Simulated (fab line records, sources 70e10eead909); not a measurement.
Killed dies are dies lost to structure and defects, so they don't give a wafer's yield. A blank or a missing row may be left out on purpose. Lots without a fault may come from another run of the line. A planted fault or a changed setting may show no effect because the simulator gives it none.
A struck lot beside a sound one | flow nand_harc | 14 steps out of a route of 1302
Sound: wafers L322.2, L322.3, L322.5. Struck: wafers L329.1, L329.2, L329.3. The cause comes at the end.
At each step with rows: each side's tool, then ch and its chambers, then its first start. Under that, the readings that differ: sound wafers | struck wafers | difference of the means | sigmas: that difference in standard deviations of wafers without a fault.
alike: readings whose means differ by less than 2 such deviations, and words and numbers that are the same on both sides. not compared: withheld readings, readings that some wafer has no value for, bounds like >300 that may hide the same value, and numbers for which the record gives no deviation and whose values overlap.
The two part at a step that has a row with sigmas, a row that says differs or no value, or rows on one side only. Numbers that don't overlap but have no deviation are shown without sigmas and don't part them. A reading that every wafer of one side lacks parts them only if that side has two wafers or more.

first, 6 steps without rows for these wafers: NHARC_A_STAIRCASE_SOFTBAKE_284 (time 170 s); NHARC_A_STAIRCASE_EBR_285; NHARC_A_STAIRCASE_EXPOSE_286 (exposes mask CHOP 100); NHARC_A_STAIRCASE_PEB_287 (peb time 130 s); NHARC_A_STAIRCASE_DEVELOP_288 (time 140 s); NHARC_A_STAIRCASE_HARDBAKE_290 (time 140 s).
NHARC_A_STAIRCASE_DESCUM_291: chemistry O2, time 3 s.
  sound on rie_diel-10 ch 1,2,3, day 19 07:19; struck on rie_diel-05 ch 0,1,2, day 22 02:17
  alike: drypump_motor_current_A, oes_product_au, rf_vpp_V, showerhead_plenum_p_Torr, throttle_valve_pct
  not compared: rf_hours_counter_h
NHARC_A_STAIRCASE_ETCH_292: etches the open film in CF4/CHF3.
  sound on rie_diel-10 ch 2,3, day 19 07:25; struck on rie_diel-05 ch 0,1,3, day 22 02:23
  alike: drypump_motor_current_A, oes_product_au, rf_vpp_V, showerhead_plenum_p_Torr, throttle_valve_pct
  not compared: rf_hours_counter_h
NHARC_A_STAIRCASE_HM_OPEN_460: chemistry O2/COS.
  sound on rie_diel-10 ch 1,2,3; struck on rie_diel-05 ch 1,2,3
  reading               | sound             | struck            | difference | sigmas
  oes_product_au (a.u.) | 1.015 1.015 1.006 | 0.998 0.991 0.995 | -0.017     | -2
  alike: drypump_motor_current_A, rf_vpp_V, showerhead_plenum_p_Torr, throttle_valve_pct
  not compared: rf_hours_counter_h
then, 1 step without rows for these wafers: NHARC_A_STAIRCASE_STRIP_461 (strips in O2/COS).
NHARC_A_STAIRCASE_ETCH_452: etches the open film in CF4/O2, target depth 30 nm, overetch 3 nm, time 16.5 s.
  sound on rie_diel-10 ch 1,2,3; struck on rie_diel-05 ch 0,2,3
  alike: drypump_motor_current_A, oes_f_703_au, oes_product_au, rf_vpp_V, run_length_s, showerhead_plenum_p_Torr, throttle_valve_pct
  not compared: rf_hours_counter_h
NHARC_A_STAIRCASE_ETCH_294: etches the open film in C4F8/O2/Ar, target depth 4989 nm, time 1211.6 s.
  sound on rie_diel-10 ch 1,2, day 19 08:13; struck on rie_diel-05 ch 0,1,3, day 22 02:53
  reading          | sound                | struck            | difference | sigmas
  run_length_s (s) | 1232.6 1232.8 1232.6 | 761.9 762.2 760.2 | -471.2     | -99 or more
  alike: oes_product_au, rf_vpp_V
  not compared: rf_hours_counter_h
NHARC_A_STAIRCASE_STRIP_295: strips in O2.
  sound on rie_diel-10 ch 1,2,3; struck on rie_diel-05 ch 0,1,2
  alike: drypump_motor_current_A, oes_product_au, rf_vpp_V, showerhead_plenum_p_Torr, throttle_valve_pct
  not compared: rf_hours_counter_h
-- the record jumps here: 8 days lie between the struck wafers' starts before and after (it left off in module A_STAIRCASE and takes up again in module END, whose first step shown is number 1302 of the route) --
NHARC_END_SORT_01:
  sound on prober-02 ch 0, day 27 01:04; struck on prober-01 ch 0, day 29 18:56
  alike: killed_at_array, killed_at_other, killed_at_periphery, killed_dies, killed_open, killed_short

WHERE THEY PART
First at NHARC_A_STAIRCASE_HM_OPEN_460; last, within this record, at NHARC_A_STAIRCASE_ETCH_294. Later steps at which nothing parts them and some readings are alike: NHARC_A_STAIRCASE_STRIP_295, NHARC_END_SORT_01.

WHY: what the simulator had put in
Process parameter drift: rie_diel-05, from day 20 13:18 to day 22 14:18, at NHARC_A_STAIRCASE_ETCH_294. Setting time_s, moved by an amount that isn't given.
